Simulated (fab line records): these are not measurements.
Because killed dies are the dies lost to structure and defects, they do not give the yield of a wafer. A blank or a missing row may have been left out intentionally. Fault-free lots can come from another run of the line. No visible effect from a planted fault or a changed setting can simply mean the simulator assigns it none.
Lot-split experiment + flow n5_finfet + 39 wafers read from 7 lots, route of 1938 steps

## SPLIT DETAILS
At N5_MOL_CONTACT_COAG_SPUTTER_130 (material Co, target thk 47.5 nm), the setting power_w was moved away from the recipe's 3000 W on 18 of the 39 wafers read, by -15.4% to +17.2%. For the rest of the wafers, this setting stayed at what the recipe calls for.

The split's own step is where the reading is taken.

## THE READING
Co_of_MOL_CONTACT_COAG_SPUTTER_130.thk_nm (the simulator's own value, which no gauge read), in nm, at N5_MOL_CONTACT_COAG_SPUTTER_130 (material Co, target thk 47.5 nm). There is no usual value for it anywhere in the file. Across the 21 wafers here that went through the recipe, the average is 47.7 nm and the standard deviation 0.52 nm.

| wafer  | tool, chamber at the split | power_w as run, W | against the recipe | Co_of_MOL_CONTACT_COAG_SPUTTER_130.thk_nm, nm | against lot-mates on the recipe |
|--------|----------------------------|-------------------|--------------------|-----------------------------------------------|---------------------------------|
| L074.1 | pvd_sputter-02, -          | 3000              | recipe             | 47.8                                          | -                               |
| L074.5 | pvd_sputter-02, -          | 3000              | recipe             | 47.8                                          | -                               |
| L074.2 | pvd_sputter-02, -          | 2554              | -14.9%             | 40.6                                          | -7.3                            |
| L074.6 | pvd_sputter-02, -          | 2554              | -14.9%             | 40.6                                          | -7.3                            |
| L074.3 | pvd_sputter-02, -          | 2554              | -14.9%             | 41                                            | -6.9                            |
| L074.4 | pvd_sputter-02, -          | 3000              | recipe             | 48                                            | -                               |
| L075.1 | pvd_sputter-03, -          | 3000              | recipe             | 47.4                                          | -                               |
| L075.2 | pvd_sputter-03, -          | 3238              | +7.9%              | 52.2                                          | +4.3                            |
| L075.3 | pvd_sputter-03, -          | 3000              | recipe             | 48.6                                          | -                               |
| L075.4 | pvd_sputter-03, -          | 3238              | +7.9%              | 51.8                                          | +3.9                            |
| L075.5 | pvd_sputter-03, -          | 3000              | recipe             | 47.8                                          | -                               |
| L075.6 | pvd_sputter-03, -          | 3238              | +7.9%              | 51.4                                          | +3.5                            |
| L078.1 | pvd_sputter-02, -          | 2539              | -15.4%             | 40.6                                          | -7.3                            |
| L078.2 | pvd_sputter-02, -          | 2539              | -15.4%             | 40.2                                          | -7.7                            |
| L078.3 | pvd_sputter-02, -          | 3000              | recipe             | 47.8                                          | -                               |
| L078.5 | pvd_sputter-02, -          | 3000              | recipe             | 47.8                                          | -                               |
| L078.4 | pvd_sputter-02, -          | 3000              | recipe             | 48.2                                          | -                               |
| L078.6 | pvd_sputter-02, -          | 2539              | -15.4%             | 40.8                                          | -7.1                            |
| L081.1 | pvd_sputter-01, -          | 3000              | recipe             | 46.6                                          | -                               |
| L081.6 | pvd_sputter-01, -          | 3000              | recipe             | 46.6                                          | -                               |
| L081.2 | pvd_sputter-01, -          | 2763              | -7.9%              | 43.4                                          | -3.6                            |
| L081.3 | pvd_sputter-01, -          | 2763              | -7.9%              | 42.6                                          | -4.4                            |
| L081.4 | pvd_sputter-01, -          | 3000              | recipe             | 47.8                                          | -                               |
| L081.5 | pvd_sputter-01, -          | 2763              | -7.9%              | 43.8                                          | -3.2                            |
| L086.1 | pvd_sputter-03, -          | 3516              | +17.2%             | 57.2                                          | +9.3                            |
| L086.6 | pvd_sputter-03, -          | 3516              | +17.2%             | 57.2                                          | +9.3                            |
| L086.2 | pvd_sputter-03, -          | 3000              | recipe             | 47.4                                          | -                               |
| L086.3 | pvd_sputter-03, -          | 3000              | recipe             | 47.8                                          | -                               |
| L086.4 | pvd_sputter-03, -          | 3516              | +17.2%             | 55.8                                          | +7.9                            |
| L086.5 | pvd_sputter-03, -          | 3000              | recipe             | 48.4                                          | -                               |
| L095.2 | pvd_sputter-01, -          | 3000              | recipe             | 46.8                                          | -                               |
| L095.3 | pvd_sputter-01, -          | 3000              | recipe             | 47.8                                          | -                               |
| L095.6 | pvd_sputter-01, -          | 3000              | recipe             | 48.4                                          | -                               |
| L096.1 | pvd_sputter-02, -          | 3000              | recipe             | 47.8                                          | -                               |
| L096.2 | pvd_sputter-02, -          | 3000              | recipe             | 47.8                                          | -                               |
| L096.3 | pvd_sputter-02, -          | 3000              | recipe             | 48                                            | -                               |
| L096.4 | pvd_sputter-02, -          | 2725              | -9.2%              | 43.6                                          | -4.3                            |
| L096.5 | pvd_sputter-02, -          | 2725              | -9.2%              | 44                                            | -3.9                            |
| L096.6 | pvd_sputter-02, -          | 2725              | -9.2%              | 43.8                                          | -4.1                            |

FIT RESULTS
A straight line over all 39 wafers: Co_of_MOL_CONTACT_COAG_SPUTTER_130.thk_nm changes by +0.494 nm for each +1% of power_w; r = +0.99; the points scatter about the line by 0.56 nm.
The same after taking each lot's own level away (the mean of its wafers on the recipe; 39 wafers): +0.49 nm for each +1%; r = +0.99; scatter 0.45 nm.
According to that fit, moving power_w by its largest amount changes the reading by 8.4 nm.
The lots' own levels span 47.00 to 47.93 nm, that is 1.8 times the standard deviation above.
Hence the lot-to-lot level has little effect on the slope; both slopes agree.
Check: +8.38 nm against its lot-mates is what the line predicts for one of the wafers moved furthest among these (+17.2%) when that wafer is left out of the fit. Against them it came out at +9.33 nm.

## THESE WAFERS: OTHER SPLITS
Before the reading, these wafers also passed through other splits. Each is held against what the fit with the lots' levels taken away leaves over:
| other split on the same wafers               | wafers away from the commonest value | r with Co_of_MOL_CONTACT_COAG_SPUTTER_130.thk_nm (lot level and that fit taken away) |
|----------------------------------------------|--------------------------------------|--------------------------------------------------------------------------------------|
| N5_FIN_SAQP_SPACER2_ALD_28 target_thk_a      | 12                                   | +0.07                                                                                |
| N5_DUMMY_GATE_ETCH_42 bias_w                 | 15                                   | +0.04                                                                                |
| N5_GATE_CUT_ETCH_58 target_depth_a           | 15                                   | +0.22                                                                                |
| N5_MOL_CONTACT_COAG_CONTACT_ETCH_14 source_w | 15                                   | -0.06                                                                                |

## THE FILE'S OWN FIT
Co_of_MOL_CONTACT_COAG_SPUTTER_130.thk_nm changes by +0.488 nm for each +1% of power_w, r = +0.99.
